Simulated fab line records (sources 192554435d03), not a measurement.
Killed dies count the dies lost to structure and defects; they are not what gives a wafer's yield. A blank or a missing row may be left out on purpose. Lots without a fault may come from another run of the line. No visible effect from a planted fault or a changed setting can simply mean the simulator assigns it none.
fab line records	flow n5Finfet
[record] lots = 24	wafers = 72	lastDay = 19
route steps=1938 shown SDB@373 HKMG_FIN@438 GATE_CUT@487
lots untouched by any fault: they come from a run of this same line in which no faults occurred
startH: hours from the record's first day to the start of the lot's first wafer shown	waitH: hours from the lot's prior step to this one	" as in the row above	L1.1+2: several wafers, shown together as one row	- value missing, or start not given	* or withheld: withheld	< > ~ a bound
route shown NAME@n: a module of which the file shows steps, and the number in the route of the first	usual: average and standard deviation across the fault-free wafers	same: alike in all rows	chamber/n: place in a boat	sites: each site's reading	_std_site: standard deviation across them	_edge_site: inner sites' mean taken away from outer sites' mean	radiusMm: for every site, how far away it sits from the centre of the wafer	mask NAME#n: copy n	behind: the tool/chamber that last shaped the wafer	hold: why the lot was held/for how many hours/how that ended	device: transistor that didn't switch, given as n, p or np	end of line: the route-end tests of the same wafers	a step with no rows: only its recipe	killed: at the first sort, the dies lost to defects and structure; wafer yield is something else	map: dies across one wafer; x = killed, . = not, _ = none there
set.NAME: the setting as run; set.NAME@STEP: as run at that earlier step	model.NAME: the simulator's own value behind a step, which no gauge read
a sample of lots followed through the steps of the route, with each step as a table and each wafer as a row
services: when a tool's chamber went out of use (startH, in hours from the record's first day, below 0 if earlier), for how many hours, and the reason
[[steps]]
[step N5_SDB_ALD_29]
[recipe] material = SiNx	targetThkA = 300	tempC = 400	aldPrecursorFamily = SiH2I2	aldCoReactant = N2/H2-plasma	pulseTimeS = 1	aldCycles = 600	purgeTimeS = 2	coReactantPurgeTimeS = 2	pressureTorr = 2
[usual] heaterPowerW = 826/72	precursorPulseHeightRel = 1.002/0.021
lot.wafer	tool	chamber	startH	waitH	heaterPowerW	precursorPulseHeightRel
L074.2	aldSin-01	2	70.55	0.0	798	0.995
L074.5	"	1	71.90	1.4	903	1.004
L074.6	"	0	"	"	854	1.029
L075.2	aldSin-04	2	74.56	0.1	779	1.004
L075.4	"	0	"	"	818	1.059
L075.5	"	1	75.91	1.5	749	1.008
L076.2	aldSin-04	3	81.64	0.0	762	1.012
L076.4	"	1	"	"	749	1.015
L076.6	"	0	83.00	1.4	820	1.017
L077.2	aldSin-04	2	85.56	0.0	778	1.007
L077.3	"	0	"	"	814	0.980
L077.6	"	3	86.91	1.4	791	1.033
L078.1	aldSin-04	3	93.58	1.2	770	1.013
L078.2	"	0	"	"	824	1.035
L078.6	"	2	94.93	2.5	804	1.028
L079.1	aldSin-01	2	95.55	0.0	797	1.024
L079.4	"	3	96.90	1.4	1007	0.989
L079.5	"	1	"	"	883	1.002
L080.1	aldSin-04	0	104.66	0.0	816	0.985
L080.3	"	1	"	"	753	1.034
L080.6	"	3	106.01	1.4	743	0.995
L081.3	aldSin-04	0	109.24	0.0	806	1.014
L081.5	"	1	110.60	1.4	755	0.997
L081.6	"	0	"	"	819	0.987
L082.3	aldSin-01	0	116.86	0.1	854	1.024
L082.5	"	0	118.21	1.5	866	0.967
L082.6	"	1	"	"	887	0.983
L083.2	aldSin-03	0	120.31	0.0	752	1.008
L083.3	"	3	"	"	886	0.979
L083.4	"	1	"	"	906	0.998
L084.1	aldSin-04	3	126.64	0.0	761	1.002
L084.4	"	0	"	"	801	0.989
L084.5	"	1	127.99	1.4	767	1.014
L085.4	aldSin-01	2	136.46	0.0	809	1.014
L085.5	"	3	137.82	1.4	1002	0.995
L085.6	"	2	"	"	802	0.977
L086.2	aldSin-03	3	146.17	0.0	868	0.986
L086.5	"	2	147.52	1.4	809	1.008
L086.6	"	1	"	"	892	1.009
L087.4	aldSin-04	3	146.92	0.0	769	1.004
L087.5	"	1	148.27	1.4	746	0.978
L087.6	"	2	"	"	775	0.997
L088.2	aldSin-01	3	155.69	0.0	1002	0.987
L088.3	"	1	"	"	898	0.977
L088.4	"	0	"	"	873	1.008
L089.1	aldSin-04	1	156.99	0.0	780	0.972
L089.5	"	0	158.35	1.4	819	1.042
L089.6	"	3	"	"	750	0.969
L090.3	aldSin-03	3	162.01	0.0	862	1.021
L090.4	"	2	"	"	830	1.004
L090.5	"	0	163.36	1.4	746	0.985
L091.1	aldSin-04	0	173.27	0.0	840	0.997
L091.2	"	1	"	"	748	1.009
L091.4	"	2	"	"	786	0.998
L092.1	aldSin-03	0	174.65	0.3	745	0.977
L092.3	"	1	"	"	886	1.024
L092.5	"	3	176.00	1.6	885	1.017
L093.3	aldSin-01	3	180.61	0.0	1017	0.984
L093.4	"	0	"	"	861	0.995
L093.6	"	0	181.96	1.4	899	1.011
L094.1	aldSin-03	1	188.39	0.2	890	1.008
L094.2	"	3	"	"	865	0.996
L094.5	"	1	189.74	1.5	881	1.001
L095.1	aldSin-04	0	197.86	0.0	847	1.010
L095.4	"	3	"	"	751	0.979
L095.5	"	0	199.21	1.4	834	0.980
L096.2	aldSin-01	0	199.78	0.1	881	0.993
L096.3	"	3	"	"	1035	1.027
L096.6	"	0	201.14	1.4	868	0.999
L097.3	aldSin-04	0	204.26	0.2	852	1.052
L097.4	"	2	205.62	1.6	792	0.985
L097.5	"	3	"	"	766	0.995
[step N5_HKMG_FIN_ETCH_35]
[recipe] chemistry = N2/H2	target = SOC	targetDepthA = 2158	ionEnergyEv = 65	biasW = 5	sourceW = 3000	timeS = 243.4	pressureMtorr = 30	n2FlowSccm = 200	h2FlowSccm = 200
[usual] drypumpMotorCurrentA = 5.8/0.42	oesProductAu = 0.74/0.053	rfFwdPowerW = 2993/9.6	rfVppV = 141.5/1	showerheadPlenumPTorr = 2.55/0.099	throttleValvePct = 17.93/0.27
[same] timeS = 243.4
lot.wafer	tool	chamber	startH	waitH	drypumpMotorCurrentA	oesProductAu	rfFwdPowerW	rfHoursCounterH	rfVppV	showerheadPlenumPTorr	throttleValvePct
L074.2	rieDiel-04	2	79.12	0.0	6.0	0.76	2985	156	140.6	2.45	17.85
L074.5	"	2	"	"	6.1	0.77	3002	-	140.1	2.45	17.85
L074.6	"	3	"	"	5.7	0.72	3002	-	141.8	2.66	18.25
L075.2	rieDiel-04	2	82.97	0.0	6.1	0.76	2991	157	141.1	2.45	17.86
L075.4	"	0	"	"	5.6	0.83	3009	48	142.1	2.46	17.27
L075.5	"	0	"	"	5.6	0.83	2998	-	141.6	2.46	17.26
L076.2	rieDiel-04	1	90.52	0.0	5.3	0.72	2999	183	140.8	2.64	18.16
L076.4	"	3	"	"	5.7	0.72	2997	180	141.9	2.65	18.25
L076.6	"	1	"	"	5.3	0.71	2981	-	142.9	2.64	18.16
L077.2	rieDiel-04	3	93.95	0.0	5.8	0.72	2967	181	142.4	2.65	18.25
L077.3	"	0	"	"	5.6	0.83	2988	52	140.5	2.46	17.28
L077.6	"	3	"	"	5.7	0.73	2985	-	140.5	2.65	18.24
L078.1	rieDiel-02	1	102.12	0.0	5.8	0.72	3006	175	139.7	2.65	18.05
L078.2	"	0	"	"	5.8	0.71	3001	215	140.5	2.40	17.76
L078.6	"	1	"	"	5.8	0.72	2997	-	141.9	2.65	18.05
L079.1	rieDiel-04	1	104.65	0.0	5.3	0.71	3004	188	141.6	2.64	18.18
L079.4	"	3	"	"	5.7	0.71	2980	186	142.0	2.65	18.25
L079.5	"	1	"	"	5.3	0.71	2998	-	141.4	2.64	18.17
L080.1	rieDiel-02	3	113.24	0.0	4.9	0.73	3001	193	140.5	2.54	17.94
L080.3	"	1	"	"	5.8	0.72	3002	179	142.2	2.65	18.07
L080.6	"	0	"	"	5.8	0.70	2998	-	138.7	2.40	17.76
L081.3	rieDiel-05	0	118.86	0.0	5.6	0.71	2972	186	141.5	2.55	18.25
L081.5	"	3	"	"	6.1	0.77	2998	-	140.9	2.54	17.82
L081.6	"	0	"	"	5.6	0.71	2995	-	141.8	2.55	18.27
L082.3	rieDiel-05	2	126.16	0.0	5.6	0.75	2991	178	141.8	2.65	17.82
L082.5	"	2	"	"	5.6	0.74	3016	-	142.3	2.65	17.82
L082.6	"	1	"	"	6.5	0.67	3001	-	141.2	2.40	18.03
L083.2	rieDiel-04	0	129.35	0.0	5.6	0.79	2973	67	142.8	2.45	17.32
L083.3	"	2	"	"	6.1	0.75	2996	173	142.2	2.44	17.87
L083.4	"	3	"	"	5.7	0.71	3017	195	142.0	2.65	18.25
L084.1	rieDiel-05	3	135.72	0.0	6.1	0.76	2983	146	141.0	2.53	17.84
L084.4	"	2	"	"	5.5	0.73	2980	181	142.4	2.65	17.83
L084.5	"	2	"	"	5.5	0.74	2991	-	142.4	2.65	17.83
L085.4	rieDiel-05	3	145.20	0.0	6.1	0.77	3000	148	140.9	2.53	17.83
L085.5	"	3	"	"	6.1	0.77	3007	-	141.6	2.53	17.86
L085.6	"	0	"	"	5.6	0.70	2996	-	141.8	2.54	18.27
L086.2	rieDiel-05	1	154.73	0.0	6.5	0.67	2982	224	140.6	2.39	18.06
L086.5	"	0	"	"	5.6	0.69	3007	-	141.3	2.54	18.27
L086.6	"	3	"	"	6.1	0.77	3005	-	140.9	2.53	17.81
L087.4	rieDiel-02	2	155.92	0.0	6.4	0.86	2975	58	141.6	2.70	17.78
L087.5	"	3	"	"	4.9	0.72	2999	-	142.0	2.53	17.98
L087.6	"	2	"	"	6.4	0.86	2984	-	143.7	2.70	17.78
L088.2	rieDiel-04	2	164.12	0.0	6.1	0.74	2994	185	140.2	2.44	17.89
L088.3	"	3	"	"	5.7	0.70	2995	207	142.4	2.64	18.28
L088.4	"	2	"	"	6.1	0.75	2996	-	140.6	2.44	17.89
L089.1	rieDiel-04	2	165.43	0.0	6.1	0.75	2979	185	139.8	2.44	17.88
L089.5	"	2	"	"	6.1	0.74	2995	-	140.9	2.44	17.89
L089.6	"	3	"	"	5.8	0.70	2995	-	143.0	2.64	18.28
L090.3	rieDiel-05	2	170.39	0.0	5.5	0.73	3002	194	142.8	2.65	17.85
L090.4	"	1	"	"	6.5	0.66	2981	229	140.9	2.39	18.05
L090.5	"	3	"	"	6.1	0.76	2983	-	141.2	2.53	17.85
L091.1	rieDiel-02	2	182.02	0.0	6.4	0.85	2980	67	141.3	2.70	17.78
L091.2	"	3	"	"	4.9	0.72	2990	215	141.4	2.53	18.00
L091.4	"	1	"	"	5.8	0.70	2998	202	143.0	2.64	18.09
L092.1	rieDiel-05	1	183.20	0.0	6.5	0.66	2988	234	140.1	2.39	18.05
L092.3	"	2	"	"	5.5	0.72	2991	199	143.2	2.64	17.85
L092.5	"	3	"	"	6.1	0.75	3005	-	142.9	2.53	17.84
L093.3	rieDiel-02	2	189.42	0.0	6.4	0.84	2983	70	142.3	2.70	17.81
L093.4	"	0	"	"	5.8	0.68	2988	246	139.8	2.38	17.78
L093.6	"	3	"	"	4.9	0.72	2977	-	140.2	2.53	17.99
L094.1	rieDiel-05	0	196.92	0.0	5.6	0.69	2991	213	140.1	2.53	18.29
L094.2	"	2	"	"	5.5	0.72	3000	205	144.1	2.64	17.88
L094.5	"	2	"	"	5.6	0.73	2981	-	141.7	2.64	17.87
L095.1	rieDiel-02	3	206.96	0.0	4.9	0.72	3001	224	140.4	2.53	18.01
L095.4	"	3	"	"	4.9	0.71	3007	-	141.0	2.52	18.00
L095.5	"	2	"	"	6.4	0.84	3001	-	141.1	2.69	17.82
L096.2	rieDiel-02	2	208.22	0.0	6.4	0.83	3003	77	142.0	2.69	17.82
L096.3	"	1	"	"	5.8	0.68	2998	211	141.6	2.64	18.12
L096.6	"	3	"	"	4.9	0.71	2998	-	140.6	2.52	18.01
L097.3	rieDiel-05	2	212.74	0.0	5.5	0.72	2986	211	141.2	2.64	17.89
L097.4	"	3	"	"	6.1	0.75	2995	176	142.4	2.52	17.88
L097.5	"	3	"	"	6.1	0.75	3009	-	141.1	2.52	17.88
[step N5_HKMG_FIN_NWFM_ALD_20]
[recipe] material = TiAlC	targetThkA = 20	tempC = 300	aldPrecursorFamily = TiCl4	aldCoReactant = TEA	pulseTimeS = 3	purgeTimeS = 2	coReactantPurgeTimeS = 2	coReactantPulseTimeS = 10	aldCycles = 7	pressureTorr = 3
[usual] heaterPowerW = 481/38	precursorPulseHeightRel = 1.000/0.019
lot.wafer	tool	chamber	startH	waitH	heaterPowerW	precursorPulseHeightRel
L074.2	aldMetal-02	3	80.94	0.3	527	0.981
L074.5	"	1	"	"	409	1.008
L074.6	"	2	"	"	434	1.024
L075.2	aldMetal-02	3	84.62	0.3	527	0.988
L075.4	"	0	"	"	408	0.991
L075.5	"	0	"	"	413	0.996
L076.2	aldMetal-04	1	92.35	0.3	535	1.024
L076.4	"	2	"	"	466	1.007
L076.6	"	0	"	"	497	1.011
L077.2	aldMetal-03	3	95.67	0.3	469	1.018
L077.3	"	2	"	"	495	1.011
L077.6	"	1	"	"	478	1.008
L078.1	aldMetal-03	3	103.79	0.3	474	1.015
L078.2	"	1	"	"	478	1.014
L078.6	"	2	"	"	486	0.980
L079.1	aldMetal-03	1	106.31	0.3	476	0.998
L079.4	"	3	"	"	471	1.030
L079.5	"	2	"	"	495	1.006
L080.1	aldMetal-02	1	115.24	0.3	396	0.992
L080.3	"	3	"	"	524	1.009
L080.6	"	0	"	"	408	1.014
L081.3	aldMetal-04	1	120.52	0.1	550	1.040
L081.5	"	3	"	"	506	1.009
L081.6	"	2	"	"	464	1.010
L082.3	aldMetal-04	3	127.81	0.1	515	0.986
L082.5	"	2	"	"	474	1.000
L082.6	"	3	"	"	506	0.982
L083.2	aldMetal-03	0	131.02	0.3	499	1.018
L083.3	"	1	"	"	476	1.029
L083.4	"	3	"	"	467	1.017
L084.1	aldMetal-03	2	137.38	0.3	497	1.008
L084.4	"	0	"	"	511	1.039
L084.5	"	1	"	"	483	0.986
L085.4	aldMetal-02	1	146.86	0.1	413	1.019
L085.5	"	1	"	"	395	1.013
L085.6	"	0	"	"	418	1.019
L086.2	aldMetal-04	1	156.53	0.3	538	1.003
L086.5	"	2	"	"	466	0.980
L086.6	"	3	"	"	532	0.991
L087.4	aldMetal-03	3	157.86	0.1	473	1.002
L087.5	"	2	"	"	496	0.999
L087.6	"	1	"	"	464	0.981
L088.2	aldMetal-02	1	165.81	0.3	406	0.983
L088.3	"	2	"	"	439	0.991
L088.4	"	0	"	"	420	0.979
L089.1	aldMetal-03	0	167.14	0.3	512	0.993
L089.5	"	3	"	"	464	1.000
L089.6	"	2	"	"	488	0.950
L090.3	aldMetal-03	3	172.07	0.1	466	0.988
L090.4	"	1	"	"	477	1.020
L090.5	"	1	"	"	482	0.993
L091.1	aldMetal-04	0	183.68	0.3	486	0.994
L091.2	"	2	"	"	476	1.017
L091.4	"	3	"	"	536	1.004
L092.1	aldMetal-04	2	184.97	0.3	466	1.007
L092.3	"	3	"	"	518	0.964
L092.5	"	3	"	"	510	0.975
L093.3	aldMetal-04	1	191.07	0.1	539	1.009
L093.4	"	3	"	"	518	0.968
L093.6	"	3	"	"	528	1.021
L094.1	aldMetal-03	1	198.61	0.3	469	1.007
L094.2	"	2	"	"	498	1.010
L094.5	"	0	"	"	511	1.025
L095.1	aldMetal-03	0	208.61	0.3	501	0.979
L095.4	"	3	"	"	470	0.993
L095.5	"	0	"	"	512	0.986
L096.2	aldMetal-04	0	210.12	0.3	482	0.962
L096.3	"	3	"	"	520	0.959
L096.6	"	0	"	"	484	1.018
L097.3	aldMetal-02	2	214.39	0.2	431	0.983
L097.4	"	0	"	"	423	0.964
L097.5	"	3	"	"	523	0.976
[step N5_HKMG_FIN_ETCH_67]
[recipe] chemistry = N2/H2	target = SOC	targetDepthA = 3889	stopOn = TiN	ionEnergyEv = 100	biasW = 61	pressureMtorr = 30	sourceW = 850	n2FlowSccm = 200	h2FlowSccm = 200
[usual] drypumpMotorCurrentA = 5.8/0.45	oesProductAu = 0.73/0.048	rfFwdPowerW = 845/3.2	rfVppV = 240.7/1.4	showerheadPlenumPTorr = 2.55/0.1	throttleValvePct = 17.92/0.22
lot.wafer	tool	chamber	startH	waitH	drypumpMotorCurrentA	oesProductAu	rfFwdPowerW	rfHoursCounterH	rfVppV	showerheadPlenumPTorr	throttleValvePct
L074.2	rieDiel-05	0	81.38	-	5.6	0.70	846	173	241.1	2.55	18.21
L074.5	"	3	"	"	6.1	0.77	844	-	241.4	2.54	17.77
L074.6	"	2	"	"	5.5	0.74	841	-	242.5	2.66	17.77
L075.2	rieDiel-02	0	85.06	-	5.8	0.71	851	209	238.6	2.40	17.72
L075.4	"	2	"	"	6.4	0.87	845	35	244.0	2.71	17.71
L075.5	"	1	"	"	5.8	0.73	847	-	241.9	2.65	18.02
L076.2	rieDiel-05	1	92.79	-	6.5	0.68	846	204	239.3	2.40	17.97
L076.4	"	3	"	"	6.1	0.77	845	135	239.3	2.54	17.77
L076.6	"	2	"	"	5.6	0.74	840	-	243.4	2.66	17.79
L077.2	rieDiel-05	0	96.11	-	5.6	0.71	847	178	241.3	2.55	18.22
L077.3	"	2	"	"	5.5	0.74	841	170	243.1	2.66	17.78
L077.6	"	1	"	"	6.5	0.68	847	-	239.2	2.40	17.98
L078.1	rieDiel-02	3	104.26	-	4.9	0.72	849	189	239.7	2.54	17.91
L078.2	"	1	"	"	5.8	0.72	845	176	241.5	2.65	18.01
L078.6	"	0	"	"	5.8	0.71	846	-	239.7	2.40	17.72
L079.1	rieDiel-04	1	106.75	-	5.3	0.71	845	189	242.6	2.64	18.13
L079.4	"	2	"	"	6.1	0.75	849	164	240.1	2.45	17.83
L079.5	"	2	"	"	6.1	0.75	851	-	240.2	2.45	17.83
L080.1	rieDiel-05	2	115.77	-	5.5	0.74	840	174	240.9	2.65	17.79
L080.3	"	3	"	"	6.1	0.76	847	143	239.4	2.54	17.78
L080.6	"	0	"	"	5.6	0.70	850	-	238.6	2.55	18.23
L081.3	rieDiel-02	0	121.08	-	5.8	0.70	846	223	239.0	2.39	17.76
L081.5	"	2	"	"	6.4	0.86	841	-	241.9	2.71	17.73
L081.6	"	3	"	"	4.9	0.72	844	-	240.5	2.54	17.93
L082.3	rieDiel-04	1	128.33	-	5.3	0.70	842	197	242.6	2.64	18.16
L082.5	"	0	"	"	5.6	0.81	843	-	240.8	2.45	17.27
L082.6	"	1	"	"	5.3	0.71	841	-	242.0	2.64	18.16
L083.2	rieDiel-05	1	131.46	-	6.5	0.67	842	217	238.5	2.40	18.00
L083.3	"	3	"	"	6.1	0.76	848	145	240.3	2.53	17.78
L083.4	"	0	"	"	5.6	0.70	846	191	240.2	2.54	18.24
L084.1	rieDiel-05	3	137.81	-	6.1	0.76	845	146	241.5	2.53	17.79
L084.4	"	2	"	"	5.5	0.73	842	182	241.1	2.65	17.80
L084.5	"	1	"	"	6.5	0.67	845	-	238.0	2.40	18.00
L085.4	rieDiel-05	3	147.37	-	6.1	0.76	846	149	239.5	2.53	17.78
L085.5	"	2	"	"	5.5	0.74	840	-	241.8	2.65	17.80
L085.6	"	3	"	"	6.1	0.76	844	-	242.0	2.53	17.80
L086.2	rieDiel-02	0	156.96	-	5.8	0.68	848	235	239.8	2.39	17.76
L086.5	"	2	"	"	6.4	0.83	840	-	240.8	2.70	17.75
L086.6	"	3	"	"	4.9	0.71	844	-	241.4	2.53	17.95
L087.4	rieDiel-04	2	158.30	-	6.1	0.74	847	182	240.6	2.44	17.86
L087.5	"	2	"	"	6.1	0.74	844	-	239.7	2.44	17.85
L087.6	"	1	"	"	5.3	0.70	847	-	241.8	2.63	18.18
L088.2	rieDiel-02	2	166.25	-	6.4	0.83	842	62	242.8	2.70	17.75
L088.3	"	0	"	"	5.8	0.69	844	238	239.2	2.39	17.78
L088.4	"	3	"	"	4.9	0.70	848	210	239.7	2.53	17.95
L089.1	rieDiel-05	2	167.58	-	5.5	0.73	842	192	242.5	2.65	17.82
L089.5	"	0	"	"	5.6	0.69	849	-	239.5	2.54	18.27
L089.6	"	3	"	"	6.1	0.75	847	-	240.8	2.53	17.79
L090.3	rieDiel-04	0	172.60	-	5.6	0.79	841	81	238.9	2.45	17.32
L090.4	"	3	"	"	5.8	0.69	853	211	239.9	2.64	18.27
L090.5	"	2	"	"	6.1	0.74	841	-	240.6	2.44	17.87
L091.1	rieDiel-02	2	184.20	-	6.4	0.83	842	68	241.9	2.70	17.75
L091.2	"	3	"	"	4.9	0.70	842	216	240.5	2.53	17.96
L091.4	"	1	"	"	5.8	0.69	845	202	241.7	2.64	18.08
L092.1	rieDiel-05	3	185.41	-	6.1	0.75	850	166	241.2	2.53	17.82
L092.3	"	0	"	"	5.6	0.68	844	209	240.2	2.54	18.27
L092.5	"	0	"	"	5.6	0.69	848	-	241.1	2.54	18.28
L093.3	rieDiel-05	0	191.51	-	5.6	0.69	850	211	239.2	2.54	18.27
L093.4	"	3	"	"	6.1	0.74	843	168	242.2	2.53	17.83
L093.6	"	1	"	"	6.5	0.66	842	-	237.8	2.39	18.04
L094.1	rieDiel-05	3	199.05	-	6.1	0.74	844	171	241.0	2.52	17.83
L094.2	"	2	"	"	5.6	0.71	839	206	240.3	2.64	17.84
L094.5	"	2	"	"	5.6	0.71	844	-	242.5	2.64	17.83
L095.1	rieDiel-04	3	209.11	-	5.7	0.68	849	224	241.2	2.63	18.28
L095.4	"	2	"	"	6.0	0.72	849	201	238.0	2.43	17.89
L095.5	"	2	"	"	6.0	0.72	850	-	238.7	2.43	17.88
L096.2	rieDiel-02	1	210.56	-	5.8	0.69	848	212	241.5	2.63	18.10
L096.3	"	3	"	"	4.9	0.69	845	226	240.0	2.52	17.97
L096.6	"	3	"	"	4.9	0.70	848	-	241.6	2.52	17.97
L097.3	rieDiel-05	2	214.83	-	5.5	0.71	842	212	242.2	2.64	17.85
L097.4	"	1	"	"	6.5	0.65	847	244	239.0	2.38	18.04
L097.5	"	3	"	"	6.1	0.74	846	-	241.5	2.52	17.86
[step N5_HKMG_FIN_CMP_94]
[recipe] stopOn = SiNx	postCmpClean = wDiluteNh4oh	tOverpolishS = 4.7	downForcePsi = 4	platenRpm = 50.289	padVelocityMS = 1.0006	targetThkNm = 43.299
[usual] motorCurrentA = 12.5/1.3
lot.wafer	tool	chamber	startH	waitH	motorCurrentA
L074.2	cmp-02	1	83.33	0.4	12.3
L074.5	"	1	"	"	13.0
L074.6	"	2	"	"	11.9
L075.4	cmp-02	1	86.85	0.3	12.8
L075.2	"	3	"	"	13.9
L075.5	"	0	"	"	13.0
L076.4	cmp-01	3	94.61	0.3	13.1
L076.2	"	0	"	"	13.8
L076.6	"	3	"	"	13.4
L077.3	cmp-03	2	97.87	0.4	12.4
L077.2	"	3	"	"	12.0
L077.6	"	2	"	"	12.5
L078.2	cmp-03	3	106.01	0.4	11.4
L078.1	"	1	"	"	11.3
L078.6	"	0	"	"	14.3
L079.1	cmp-03	3	108.57	0.3	11.6
L079.4	"	0	"	"	13.7
L079.5	"	2	"	"	12.7
L080.3	cmp-03	0	117.55	0.3	14.1
L080.1	"	2	"	"	13.2
L080.6	"	3	"	"	12.3
L081.3	cmp-02	2	122.90	0.3	12.7
L081.6	"	0	"	"	13.8
L081.5	"	1	"	"	12.7
L082.3	cmp-01	3	130.09	0.4	13.6
L082.6	"	3	"	"	13.8
L082.5	"	0	"	"	14.6
L083.4	cmp-01	3	133.21	0.4	13.9
L083.3	"	0	"	"	14.0
L083.2	"	2	"	"	10.3
L084.4	cmp-01	3	139.60	0.3	12.7
L084.1	"	0	"	"	13.4
L084.5	"	2	"	"	10.4
L085.4	cmp-03	2	149.19	0.3	12.8
L085.5	"	0	"	"	14.0
L085.6	"	1	"	"	11.1
L086.2	cmp-02	1	158.77	0.3	11.9
L086.5	"	0	"	"	12.3
L086.6	"	1	"	"	12.7
L087.4	cmp-02	1	160.06	0.4	12.8
L087.6	"	1	"	"	12.2
L087.5	"	2	"	"	11.8
L088.3	cmp-03	2	168.00	0.4	12.2
L088.4	"	3	"	"	11.0
L088.2	"	0	"	"	13.4
L089.1	cmp-02	0	169.40	0.3	13.2
L089.6	"	2	"	"	12.0
L089.5	"	3	"	"	14.2
L090.3	cmp-03	2	174.40	0.3	12.1
L090.4	"	0	"	"	14.3
L090.5	"	2	"	"	12.7
L091.2	cmp-03	3	185.98	0.4	11.8
L091.4	"	0	"	"	14.3
L091.1	"	1	"	"	11.4
L092.3	cmp-02	3	187.16	0.4	14.9
L092.1	"	2	"	"	12.3
L092.5	"	3	"	"	14.9
L093.4	cmp-03	2	193.29	0.3	12.7
L093.3	"	0	"	"	13.1
L093.6	"	1	"	"	10.9
L094.1	cmp-01	1	200.84	0.3	9.5
L094.2	"	2	"	"	10.3
L094.5	"	0	"	"	13.5
L095.4	cmp-01	3	210.90	0.3	13.6
L095.1	"	0	"	"	13.5
L095.5	"	3	"	"	13.6
L096.3	cmp-02	0	212.31	0.4	13.5
L096.2	"	2	"	"	11.7
L096.6	"	0	"	"	14.0
L097.3	cmp-01	1	216.59	0.4	10.0
L097.4	"	2	"	"	9.8
L097.5	"	2	"	"	9.9
[step N5_GATE_CUT_CD_MEAS_13]
[recipe] targetCdNm = 20	landingEnergyEv = 500	detector = seInlens
[usual] cdNm = 20.12/0.26
lot.wafer	tool	chamber	startH	waitH	cdNm
L074.2	cdSem-03	0	87.32	-	20.25
L074.5	"	0	"	"	20.33
L074.6	"	0	"	"	20.23
L075.2	cdSem-02	0	90.76	-	20.37
L075.4	"	0	"	"	20.24
L075.5	"	0	"	"	20.51
L076.2	cdSem-02	0	98.83	-	20.20
L076.4	"	0	"	"	19.83
L076.6	"	0	"	"	20.44
L077.2	cdSem-03	0	101.69	-	20.36
L077.3	"	0	"	"	19.57
L077.6	"	0	"	"	20.44
L078.1	cdSem-01	0	109.84	-	20.36
L078.2	"	0	"	"	19.85
L078.6	"	0	"	"	20.45
L079.1	cdSem-01	0	112.45	-	19.82
L079.4	"	0	"	"	20.08
L079.5	"	0	"	"	20.11
L080.1	cdSem-01	0	121.52	-	20.37
L080.3	"	0	"	"	20.23
L080.6	"	0	"	"	20.12
L081.3	cdSem-02	0	127.04	-	19.98
L081.5	"	0	"	"	20.30
L081.6	"	0	"	"	20.29
L082.3	cdSem-03	0	134.02	-	20.16
L082.5	"	0	"	"	20.34
L082.6	"	0	"	"	19.97
L083.2	cdSem-01	0	137.25	-	20.02
L083.3	"	0	"	"	19.99
L083.4	"	0	"	"	20.16
L084.1	cdSem-03	0	143.50	-	19.70
L084.4	"	0	"	"	20.00
L084.5	"	0	"	"	20.46
L085.4	cdSem-01	0	153.06	-	20.09
L085.5	"	0	"	"	20.41
L085.6	"	0	"	"	20.10
L086.2	cdSem-01	0	162.77	-	20.23
L086.5	"	0	"	"	19.97
L086.6	"	0	"	"	19.71
L087.4	cdSem-01	0	163.96	-	20.03
L087.5	"	0	"	"	19.93
L087.6	"	0	"	"	20.67
L088.2	cdSem-03	0	172.15	-	20.13
L088.3	"	0	"	"	20.53
L088.4	"	0	"	"	20.55
L089.1	cdSem-03	0	173.27	-	20.27
L089.5	"	0	"	"	20.01
L089.6	"	0	"	"	20.35
L090.3	cdSem-01	0	178.70	-	20.21
L090.4	"	0	"	"	20.25
L090.5	"	0	"	"	20.17
L091.1	cdSem-03	0	189.96	-	19.67
L091.2	"	0	"	"	19.64
L091.4	"	0	"	"	19.74
L092.1	cdSem-03	0	191.18	-	19.74
L092.3	"	0	"	"	20.27
L092.5	"	0	"	"	19.87
L093.3	cdSem-03	0	197.11	-	20.31
L093.4	"	0	"	"	20.33
L093.6	"	0	"	"	20.15
L094.1	cdSem-03	0	205.05	-	20.13
L094.2	"	0	"	"	19.91
L094.5	"	0	"	"	20.53
L095.1	cdSem-01	0	214.82	-	19.89
L095.4	"	0	"	"	19.99
L095.5	"	0	"	"	19.81
L096.2	cdSem-02	0	216.17	-	19.78
L096.3	"	0	"	"	20.24
L096.6	"	0	"	"	20.14
L097.3	cdSem-01	0	220.70	-	20.24
L097.4	"	0	"	"	20.09
L097.5	"	0	"	"	19.67
[[services]]
tool	chamber	startH	hours	kind
cmp-03	-	47.57	4.0	pm
cmp-01	-	47.65	1.1	repair
rieDiel-05	3	48.03	14.3	repair
rieDiel-02	1	58.16	9.7	repair
rieDiel-05	-	70.86	2.8	pm
cmp-01	-	77.15	0.6	repair
cmp-03	-	81.09	2.1	repair
cmp-01	-	82.30	5.8	pm
aldMetal-02	-	87.21	0.3	repair
aldSin-01	0	93.11	4.9	repair
cmp-02	-	102.04	0.2	repair
cmp-02	-	105.39	0.4	repair
aldSin-01	-	112.30	2.8	pm
rieDiel-05	-	117.75	0.6	repair
cmp-03	-	123.06	10.0	repair
rieDiel-05	-	126.84	0.3	repair
aldSin-04	2	141.60	3.9	repair
cmp-01	-	145.28	7.5	pm
rieDiel-04	0	146.11	2.5	repair
cmp-01	-	164.61	0.9	repair
cmp-01	-	167.81	0.7	repair
cmp-02	-	194.05	4.0	pm
aldMetal-02	1	195.12	23.4	repair
cmp-03	-	200.62	13.4	pm
[[key]]
fault none
